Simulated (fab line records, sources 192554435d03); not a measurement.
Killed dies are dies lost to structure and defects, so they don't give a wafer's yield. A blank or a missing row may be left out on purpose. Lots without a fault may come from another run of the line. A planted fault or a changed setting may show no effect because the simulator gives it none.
fab line records | flow n5_finfet | part 1 of 2: steps 1 to 15 of 27
record lots=5 wafers=15 last_day=16
route steps=1938 shown BEOL_M5@1148
lots that met no fault: from a run of the same line without faults
start_h: hours from the record's first day to the start of the lot's first wafer shown | wait_h: hours since the lot's step before | " the same as in the row above | L1.1+2: a row that stands for several wafers | - no value, or no start given | * or withheld: withheld | < > ~ a bound
route shown NAME@n: a module of which the file shows steps, and the number in the route of the first | usual: mean/standard deviation of fault-free wafers | same: alike in all rows | chamber/n: place in a boat | sites: the reading at each site | _std_site: their standard deviation | _edge_site: outer sites' mean less inner sites' | radius_mm: how far each site lies from the wafer's centre | mask NAME#n: copy n | behind: the tool/chamber that last shaped the wafer | hold: why the lot was held/for how many hours/how that ended | device: the transistor (n, p or np) that didn't switch | end of line: the same wafers' tests at the end of the route | a step without rows: its recipe alone | killed: dies lost to structure and defects at the first sort, not the wafer's yield | map: a wafer's dies, x killed, . not, _ none there
set.NAME: the setting as run; set.NAME@STEP: as run at that earlier step | model.NAME: the simulator's own value behind a step, which no gauge read
lots at some steps of the route; a table a step, a row a wafer
services: from which hour (start_h, from the record's first day; less than 0 if before it) a tool's chamber was out of use, for how many hours, and why
## steps
# step N5_BEOL_M5_CD_MEAS_28
# recipe target_cd_nm=30.6 landing_energy_ev=500 detector=se_inlens target_cd_y_nm=20 polarity=opening
# usual cd_nm=30.63/0.24
# columns lot.wafer tool chamber start_h wait_h cd_nm
L079.1 cd_sem-01 0 202.14 - 30.56
L079.2 " 0 " " 31.04
L079.5 " 0 " " 30.84
L088.1 cd_sem-03 0 254.34 - 30.63
L088.3 " 0 " " 30.31
L088.4 " 0 " " 30.74
L087.3 cd_sem-02 0 255.43 - 30.57
L087.4 " 0 " " 30.35
L087.5 " 0 " " 30.57
L090.1 cd_sem-03 0 260.70 - 30.85
L090.5 " 0 " " 30.67
L090.6 " 0 " " 30.34
L092.1 cd_sem-02 0 284.55 - 31.06
L092.3 " 0 " " 30.63
L092.4 " 0 " " 31.02
# step N5_BEOL_M5_OVL_MEAS_29
# recipe points_per_wafer=522
# usual V4_OVL=-0.4/0.71
# columns lot.wafer tool chamber start_h wait_h V4_OVL[nm]
L079.1 overlay-01 0 202.17 0.0 -0.9
L079.2 " 0 " " -0.9
L079.5 " 0 " " -1.6
L088.1 overlay-02 0 254.37 0.0 -1.2
L088.3 " 0 " " -0.9
L088.4 " 0 " " -0.5
L087.3 overlay-02 0 255.47 0.0 -0.4
L087.4 " 0 " " -1.1
L087.5 " 0 " " 0.5
L090.1 overlay-01 0 260.73 0.0 0.3
L090.5 " 0 " " 0.0
L090.6 " 0 " " -0.8
L092.1 overlay-02 0 284.58 0.0 -1.3
L092.3 " 0 " " -1.1
L092.4 " 0 " " -0.2
# step N5_BEOL_M5_INSPECT_30
# recipe mode=adi inspect_instrument=brightfield
# usual raw_defect_count=430/130
# columns lot.wafer tool chamber start_h wait_h raw_defect_count
L079.1 defect_inspect-01 - 202.23 0.1 456
L079.2 " - " " 619
L079.5 " - " " 565
L088.1 defect_inspect-02 - 254.43 0.1 403
L088.3 " - " " 399
L088.4 " - " " 358
L087.3 defect_inspect-01 - 255.52 0.0 535
L087.4 " - " " 538
L087.5 " - " " 447
L090.1 defect_inspect-02 - 260.79 0.1 408
L090.5 " - " " 367
L090.6 " - " " 422
L092.1 defect_inspect-02 - 284.65 0.1 424
L092.3 " - " " 500
L092.4 " - " " 445
# step N5_BEOL_M5_DESCUM_33
# recipe chemistry=O2 time_s=7 source_power_w=50 bias_power_w=20 pressure_mtorr=20 rf_frequency_hz=2.712e+07 temp_c=40 resist=CAR-EUV o2_flow_sccm=225
# usual drypump_motor_current_A=5.7/0.39 oes_product_au=0.77/0.082 rf_vpp_V=243.4/1.4 showerhead_plenum_p_Torr=2.10/0.079 throttle_valve_pct=20.30/0.27
# same time_s=7
# columns lot.wafer tool chamber start_h wait_h drypump_motor_current_A oes_product_au rf_hours_counter_h rf_vpp_V showerhead_plenum_p_Torr throttle_valve_pct
L079.1 rie_diel-03 0 202.36 0.1 5.3 0.83 70 244.6 2.22 20.13
L079.2 " 2 " " 5.2 0.74 172 242.4 1.98 19.93
L079.5 " 0 " " 5.2 0.83 - 244.5 2.22 20.14
L088.1 rie_diel-03 1 254.65 0.2 6.0 0.78 105 244.3 2.19 19.98
L088.3 " 0 " " 5.3 0.82 83 244.9 2.22 20.14
L088.4 " 3 " " 5.8 0.98 2 244.3 2.14 20.47
L087.3 rie_diel-06 0 255.55 0.0 5.8 0.87 61 243.4 2.03 20.43
L087.4 " 2 " " 5.2 0.69 233 243.3 2.05 20.64
L087.5 " 2 " " 5.2 0.69 - 243.1 2.05 20.65
L090.1 rie_diel-01 0 261.01 0.2 5.2 0.71 199 244.5 2.14 20.39
L090.5 " 3 " " 6.3 0.86 - 241.7 2.03 20.13
L090.6 " 0 " " 5.2 0.70 - 243.0 2.14 20.37
L092.1 rie_diel-06 3 284.69 0.0 5.3 0.81 96 245.1 2.20 20.45
L092.3 " 1 " " 5.9 0.83 71 242.9 2.10 19.80
L092.4 " 0 " " 5.8 0.86 69 243.7 2.03 20.45
# step N5_BEOL_M5_ETCH_75
# recipe chemistry=N2/H2 target=underlayer target_depth_a=65 mask_material=CAR-EUV time_s=5.2 ion_energy_ev=200 pressure_mtorr=30 source_w=840 bias_w=150 n2_flow_sccm=200 h2_flow_sccm=200 ends=cleared
# usual drypump_motor_current_A=5.7/0.39 etch_rf_on_time_s=5.21/0.11 oes_product_au=0.66/0.068 rf_vpp_V=524.3/3 showerhead_plenum_p_Torr=2.56/0.098 throttle_valve_pct=17.8/0.33
# columns lot.wafer tool chamber start_h wait_h drypump_motor_current_A etch_rf_on_time_s oes_product_au rf_hours_counter_h rf_vpp_V showerhead_plenum_p_Torr throttle_valve_pct
L079.1 rie_diel-03 0 202.40 0.0 5.3 5.14 0.70 70 528.6 2.70 17.6
L079.2 " 2 " " 5.2 5.19 0.63 172 521.7 2.45 17.6
L079.5 " 0 " " 5.2 5.13 0.70 - 528.7 2.70 17.6
L088.1 rie_diel-03 1 254.69 0.0 6.0 5.39 0.65 105 525.5 2.67 17.4
L088.3 " 0 " " 5.3 5.30 0.68 83 525.9 2.69 17.6
L088.4 " 3 " " 5.9 5.09 0.82 2 523.3 2.63 18.2
L087.3 rie_diel-06 0 255.58 0.0 5.8 5.22 0.73 61 523.5 2.46 17.7
L087.4 " 2 " " 5.2 5.20 0.61 233 524.5 2.51 18.3
L087.5 " 2 " " 5.2 5.21 0.60 - 522.4 2.51 18.2
L090.1 rie_diel-01 0 261.05 0.0 5.2 5.34 0.60 199 525.5 2.63 18.1
L090.5 " 3 " " 6.2 5.28 0.72 - 523.0 2.47 17.6
L090.6 " 0 " " 5.2 5.33 0.59 - 525.1 2.64 18.1
L092.1 rie_diel-06 3 284.72 0.0 5.3 5.12 0.69 96 526.2 2.66 17.8
L092.3 " 1 " " 5.9 5.12 0.71 71 524.0 2.56 17.4
L092.4 " 0 " " 5.8 5.23 0.73 69 521.9 2.46 17.7
# step N5_BEOL_M5_ETCH_67
# recipe chemistry=CF4 target=SiARC target_depth_a=156 mask_material=CAR-EUV time_s=26 ion_energy_ev=80 pressure_mtorr=40 source_w=545 bias_w=36 Ar_flow_sccm=100 cf4_flow_sccm=100 ends=cleared
# usual drypump_motor_current_A=5.7/0.4 etch_rf_on_time_s=26.0/0.56 mfc_ar_sccm=100.0/0.34 oes_product_au=0.66/0.068 rf_vpp_V=184.2/1.3 showerhead_plenum_p_Torr=2.15/0.077 throttle_valve_pct=15.56/0.26
# columns lot.wafer tool chamber start_h wait_h drypump_motor_current_A etch_rf_on_time_s mfc_ar_sccm oes_product_au rf_hours_counter_h rf_vpp_V showerhead_plenum_p_Torr throttle_valve_pct
L079.1 rie_diel-03 0 202.41 0.0 5.2 26.1 100.0 0.70 70 185.4 2.27 15.26
L079.2 " 2 " " 5.2 26.1 99.8 0.64 172 181.2 2.05 15.28
L079.5 " 0 " " 5.2 26.0 100.1 0.70 - 186.8 2.27 15.25
L088.1 rie_diel-03 1 254.71 0.0 6.0 26.8 99.5 0.66 105 186.5 2.25 15.25
L088.3 " 0 " " 5.3 25.8 100.2 0.70 83 185.0 2.26 15.29
L088.4 " 3 " " 5.9 25.3 99.7 0.83 2 182.7 2.19 15.55
L087.3 rie_diel-06 0 255.60 0.0 5.7 25.8 100.0 0.74 61 183.2 2.08 15.62
L087.4 " 2 " " 5.2 25.8 100.5 0.60 233 183.6 2.13 16.05
L087.5 " 2 " " 5.2 25.8 99.9 0.59 - 183.4 2.13 16.05
L090.1 rie_diel-01 0 261.06 0.0 5.2 26.6 100.2 0.60 199 185.4 2.20 15.71
L090.5 " 3 " " 6.3 26.2 100.2 0.73 - 182.6 2.09 15.42
L090.6 " 0 " " 5.2 26.5 100.1 0.60 - 185.3 2.20 15.72
L092.1 rie_diel-06 3 284.74 0.0 5.3 25.4 99.5 0.69 96 186.3 2.26 15.71
L092.3 " 1 " " 5.9 25.4 100.1 0.72 71 184.4 2.16 15.14
L092.4 " 0 " " 5.7 25.6 99.9 0.74 69 183.2 2.08 15.64
# step N5_BEOL_M5_ETCH_68
# recipe chemistry=N2/H2 target=SOC target_depth_a=800 overetch_a=160 mask_material=SiARC temp_c=40 time_s=120 ion_energy_ev=200 pressure_mtorr=30 source_w=840 bias_w=150 n2_flow_sccm=200 h2_flow_sccm=200
# usual drypump_motor_current_A=5.7/0.39 oes_product_au=0.59/0.06 rf_vpp_V=524.2/2.8 showerhead_plenum_p_Torr=2.56/0.098 throttle_valve_pct=17.8/0.33
# same time_s=120
# columns lot.wafer tool chamber start_h wait_h drypump_motor_current_A oes_product_au rf_hours_counter_h rf_vpp_V showerhead_plenum_p_Torr throttle_valve_pct
L079.1 rie_diel-03 0 202.44 0.0 5.2 0.63 70 528.7 2.70 17.5
L079.2 " 2 " " 5.2 0.57 172 520.1 2.45 17.5
L079.5 " 0 " " 5.3 0.62 - 529.2 2.69 17.5
L088.1 rie_diel-03 1 254.73 0.0 6.0 0.60 105 528.4 2.67 17.4
L088.3 " 0 " " 5.2 0.62 83 526.6 2.69 17.5
L088.4 " 3 " " 5.9 0.73 2 523.9 2.63 18.1
L087.3 rie_diel-06 0 255.63 0.0 5.8 0.66 61 522.0 2.46 17.6
L087.4 " 2 " " 5.2 0.53 233 521.3 2.51 18.2
L087.5 " 2 " " 5.2 0.54 - 522.9 2.51 18.2
L090.1 rie_diel-01 0 261.09 0.0 5.2 0.54 199 526.5 2.63 18.0
L090.5 " 3 " " 6.2 0.65 - 521.2 2.47 17.5
L090.6 " 0 " " 5.2 0.54 - 526.6 2.64 18.0
L092.1 rie_diel-06 3 284.77 0.0 5.3 0.62 96 529.6 2.66 17.8
L092.3 " 1 " " 5.9 0.63 71 526.5 2.56 17.3
L092.4 " 0 " " 5.8 0.66 69 522.7 2.46 17.7
# step N5_BEOL_M5_STRIP_69
# recipe chemistry=N2/H2 temp_c=40 n2_flow_sccm=200 h2_flow_sccm=200 rf_frequency_hz=6e+07
# columns lot.wafer tool chamber start_h wait_h
L079.1+2+5 rie_diel-03 0,2,0 202.52 0.0
L088.1+3+4 rie_diel-03 1,0,3 254.81 0.0
L087.3+4+5 rie_diel-06 0,2,2 255.71 0.0
L090.1+5+6 rie_diel-01 0,3,0 261.17 0.0
L092.1+3+4 rie_diel-06 3,1,0 284.85 0.0
# step N5_BEOL_M5_STRIP_76
# recipe chemistry=N2/H2 temp_c=40 n2_flow_sccm=200 h2_flow_sccm=200 rf_frequency_hz=6e+07
# columns lot.wafer tool chamber start_h wait_h
L079.1+2+5 rie_diel-03 0,2,0 202.53 0.0
L088.1+3+4 rie_diel-03 1,0,3 254.82 0.0
L087.3+4+5 rie_diel-06 0,2,2 255.72 0.0
L090.1+5+6 rie_diel-01 0,3,0 261.18 0.0
L092.1+3+4 rie_diel-06 3,1,0 284.86 0.0
# step N5_BEOL_M5_VIA_ETCH_34
# recipe chemistry=C4F6/O2 target=SiCOH_lowk target_depth_a=883 mask_material=SOC taper_deg=4 time_s=39.2 ion_energy_ev=250 pressure_mtorr=30 source_w=345 bias_w=185 Ar_flow_sccm=300 C4F6_flow_sccm=10 O2_flow_sccm=10
# usual drypump_motor_current_A=5.7/0.39 mfc_ar_sccm=300.0/0.97 oes_f_703_au=0.77/0.071 oes_product_au=0.77/0.082 rf_vpp_V=663/12 showerhead_plenum_p_Torr=2.85/0.11 throttle_valve_pct=20.75/0.28
# same time_s=39.2
# columns lot.wafer tool chamber start_h wait_h drypump_motor_current_A mfc_ar_sccm oes_f_703_au oes_product_au rf_hours_counter_h rf_vpp_V showerhead_plenum_p_Torr throttle_valve_pct
L079.1 rie_diel-03 0 202.54 0.0 5.2 300.2 0.80 0.82 70 665 3.03 20.61
L079.2 " 2 " " 5.2 299.2 0.75 0.74 172 656 2.71 20.35
L079.5 " 0 " " 5.2 299.9 0.80 0.82 - 665 3.03 20.62
L088.1 rie_diel-03 1 254.83 0.0 6.0 300.6 0.76 0.77 105 663 2.97 20.38
L088.3 " 0 " " 5.3 302.3 0.78 0.81 83 664 3.02 20.63
L088.4 " 3 " " 5.9 297.8 0.97 0.97 2 668 2.92 20.96
L087.3 rie_diel-06 0 255.73 0.0 5.8 300.9 0.85 0.86 61 647 2.74 20.74
L087.4 " 2 " " 5.2 301.0 0.70 0.69 233 657 2.83 21.28
L087.5 " 2 " " 5.2 298.7 0.69 0.70 - 657 2.83 21.28
L090.1 rie_diel-01 0 261.19 0.0 5.2 300.0 0.71 0.69 199 648 2.91 20.84
L090.5 " 3 " " 6.3 301.5 0.82 0.85 - 686 2.77 20.63
L090.6 " 0 " " 5.2 300.3 0.71 0.70 - 649 2.91 20.84
L092.1 rie_diel-06 3 284.87 0.0 5.3 300.1 0.80 0.80 96 673 2.99 20.95
L092.3 " 1 " " 5.9 300.1 0.83 0.83 71 665 2.86 20.32
L092.4 " 0 " " 5.8 300.5 0.86 0.85 69 646 2.74 20.74
# step N5_BEOL_M5_STRIP_85
# recipe chemistry=C4F6/O2 resist=SiARC rf_frequency_hz=6e+07
# columns lot.wafer tool chamber start_h wait_h
L079.1+2+5 rie_diel-03 0,2,0 202.58 0.0
L088.1+3+4 rie_diel-03 1,0,3 254.87 0.0
L087.3+4+5 rie_diel-06 0,2,2 255.77 0.0
L090.1+5+6 rie_diel-01 0,3,0 261.23 0.0
L092.1+3+4 rie_diel-06 3,1,0 284.90 0.0
# step N5_BEOL_M5_STRIP_36
# recipe chemistry=N2/H2 power_w=450 temp_c=40 pressure_mtorr=20 rf_frequency_hz=6e+07 overash_fraction=0.3 bias_power_w=7 h2_frac=0.5 n2_flow_sccm=200 h2_flow_sccm=200
# usual drypump_motor_current_A=5.7/0.39 oes_product_au=0.77/0.082 rf_vpp_V=59.3/1.6 showerhead_plenum_p_Torr=2.55/0.099 throttle_valve_pct=23.6/0.45
# columns lot.wafer tool chamber start_h wait_h drypump_motor_current_A oes_product_au rf_hours_counter_h rf_vpp_V showerhead_plenum_p_Torr throttle_valve_pct
L079.1 rie_diel-03 0 202.59 0.0 5.2 0.84 70 57.5 2.69 23.5
L079.2 " 2 " " 5.2 0.76 172 61.3 2.44 23.2
L079.5 " 0 " " 5.2 0.82 - 59.3 2.69 23.5
L088.1 rie_diel-03 1 254.88 0.0 6.0 0.78 105 59.7 2.67 23.2
L088.3 " 0 " " 5.2 0.82 83 59.3 2.69 23.5
L088.4 " 3 " " 5.8 0.97 2 58.5 2.63 24.4
L087.3 rie_diel-06 0 255.78 0.0 5.7 0.87 61 56.3 2.46 23.3
L087.4 " 2 " " 5.2 0.69 233 59.7 2.51 24.0
L087.5 " 2 " " 5.2 0.70 - 60.3 2.51 24.0
L090.1 rie_diel-01 0 261.24 0.0 5.2 0.70 199 57.6 2.63 23.9
L090.5 " 3 " " 6.2 0.86 - 58.6 2.46 23.2
L090.6 " 0 " " 5.2 0.72 - 60.9 2.63 23.9
L092.1 rie_diel-06 3 284.91 0.0 5.3 0.81 96 59.5 2.65 23.6
L092.3 " 1 " " 5.9 0.83 71 60.5 2.56 23.1
L092.4 " 0 " " 5.8 0.86 69 58.3 2.45 23.3
# step N5_BEOL_M5_TRENCH_ETCH_37
# recipe chemistry=C4F6/O2 target_depth_a=716.52 target=SiCOH_lowk time_s=24.7 ion_energy_ev=250 pressure_mtorr=30 source_w=345 bias_w=185 Ar_flow_sccm=300 C4F6_flow_sccm=10 O2_flow_sccm=10
# usual drypump_motor_current_A=5.7/0.39 mfc_ar_sccm=299.8/0.83 oes_f_703_au=0.77/0.071 oes_product_au=0.77/0.081 rf_vpp_V=663/11 showerhead_plenum_p_Torr=2.85/0.11 throttle_valve_pct=20.79/0.28
# same time_s=24.7
# columns lot.wafer tool chamber start_h wait_h drypump_motor_current_A mfc_ar_sccm oes_f_703_au oes_product_au rf_hours_counter_h rf_vpp_V showerhead_plenum_p_Torr throttle_valve_pct
L079.1 rie_diel-03 0 - - 5.2 299.4 0.80 0.84 70 664 3.03 20.65
L079.2 " 2 " " 5.2 300.4 0.74 0.75 172 657 2.71 20.38
L079.5 " 0 " " 5.2 299.3 0.80 0.82 - 665 3.03 20.67
L088.1 rie_diel-03 1 - - 6.0 299.7 0.76 0.78 105 662 2.97 20.41
L088.3 " 0 " " 5.2 299.1 0.78 0.81 83 665 3.02 20.68
L088.4 " 3 " " 5.9 301.8 0.98 0.97 2 668 2.92 20.98
L087.3 rie_diel-06 0 - - 5.8 299.3 0.86 0.86 61 645 2.74 20.78
L087.4 " 2 " " 5.2 297.7 0.70 0.69 233 658 2.83 21.32
L087.5 " 2 " " 5.2 300.0 0.69 0.69 - 656 2.83 21.33
L090.1 rie_diel-01 0 - - 5.2 299.1 0.72 0.69 199 648 2.91 20.88
L090.5 " 3 " " 6.2 299.2 0.82 0.84 - 686 2.77 20.67
L090.6 " 0 " " 5.2 300.4 0.72 0.70 - 647 2.91 20.87
L092.1 rie_diel-06 3 - - 5.3 299.6 0.82 0.80 96 673 2.99 20.99
L092.3 " 1 " " 5.9 300.5 0.82 0.83 71 666 2.86 20.37
L092.4 " 0 " " 5.8 299.4 0.85 0.85 69 648 2.74 20.77
# step N5_BEOL_M5_ETCH_41
# recipe chemistry=CH3F/O2 target=SiCN target_depth_a=315 taper_deg=2 time_s=56.7 ion_energy_ev=120 mask_material=TiN pressure_mtorr=30 source_w=395 bias_w=75 Ar_flow_sccm=150 CH3F_flow_sccm=30 O2_flow_sccm=20
# usual drypump_motor_current_A=5.7/0.39 mfc_ar_sccm=150.0/0.45 oes_product_au=0.77/0.083 rf_vpp_V=297.5/1.8 showerhead_plenum_p_Torr=2.01/0.079 throttle_valve_pct=16.23/0.26
# same time_s=56.7
# columns lot.wafer tool chamber start_h wait_h drypump_motor_current_A mfc_ar_sccm oes_product_au rf_hours_counter_h rf_vpp_V showerhead_plenum_p_Torr throttle_valve_pct
L079.1 rie_diel-03 0 - - 5.2 149.7 0.82 70 299.4 2.13 15.99
L079.2 " 2 " " 5.2 150.1 0.74 172 293.7 1.90 15.94
L079.5 " 0 " " 5.3 149.6 0.82 - 300.1 2.13 15.99
L088.1 rie_diel-03 1 - - 6.0 150.7 0.77 105 300.4 2.09 15.89
L088.3 " 0 " " 5.3 150.2 0.81 83 299.0 2.12 16.03
L088.4 " 3 " " 5.9 150.2 0.98 2 297.6 2.05 16.31
L087.3 rie_diel-06 0 - - 5.8 149.9 0.86 61 295.5 1.93 16.23
L087.4 " 2 " " 5.2 150.1 0.70 233 297.4 1.98 16.73
L087.5 " 2 " " 5.2 150.5 0.69 - 297.2 1.98 16.72
L090.1 rie_diel-01 0 - - 5.2 150.3 0.70 199 299.9 2.05 16.39
L090.5 " 3 " " 6.2 150.1 0.85 - 296.9 1.94 16.09
L090.6 " 0 " " 5.2 149.9 0.70 - 298.7 2.05 16.35
L092.1 rie_diel-06 3 - - 5.3 149.9 0.82 96 299.2 2.10 16.37
L092.3 " 1 " " 5.9 151.1 0.85 71 296.5 2.01 15.82
L092.4 " 0 " " 5.8 150.1 0.86 69 296.8 1.92 16.26
# step N5_BEOL_M5_STRIP_91
# recipe chemistry=N2/H2 time_s=10 power_w=450 temp_c=40 pressure_mtorr=20 rf_frequency_hz=6e+07 bias_power_w=7 n2_flow_sccm=200 h2_flow_sccm=200
# usual drypump_motor_current_A=5.7/0.39 oes_product_au=0.77/0.082 rf_vpp_V=59.2/0.9 showerhead_plenum_p_Torr=2.55/0.099 throttle_valve_pct=23.6/0.45
# same time_s=10
# columns lot.wafer tool chamber start_h wait_h drypump_motor_current_A oes_product_au rf_hours_counter_h rf_vpp_V showerhead_plenum_p_Torr throttle_valve_pct
L079.1 rie_diel-03 0 - - 5.2 0.83 70 59.9 2.69 23.5
L079.2 " 2 " " 5.3 0.75 172 59.6 2.44 23.3
L079.5 " 0 " " 5.2 0.83 - 59.5 2.69 23.5
L088.1 rie_diel-03 1 - - 6.0 0.78 105 59.7 2.67 23.1
L088.3 " 0 " " 5.2 0.81 83 58.9 2.69 23.5
L088.4 " 3 " " 5.9 0.97 2 59.4 2.63 24.4
L087.3 rie_diel-06 0 - - 5.8 0.87 61 57.6 2.46 23.3
L087.4 " 2 " " 5.2 0.69 233 59.4 2.51 24.0
L087.5 " 2 " " 5.2 0.70 - 58.8 2.51 24.0
L090.1 rie_diel-01 0 - - 5.2 0.70 199 58.9 2.63 23.9
L090.5 " 3 " " 6.2 0.84 - 58.4 2.46 23.3
L090.6 " 0 " " 5.2 0.70 - 59.2 2.63 23.9
L092.1 rie_diel-06 3 - - 5.3 0.80 96 59.7 2.65 23.6
L092.3 " 1 " " 5.9 0.84 71 60.3 2.56 23.1
L092.4 " 0 " " 5.8 0.87 69 59.8 2.45 23.3
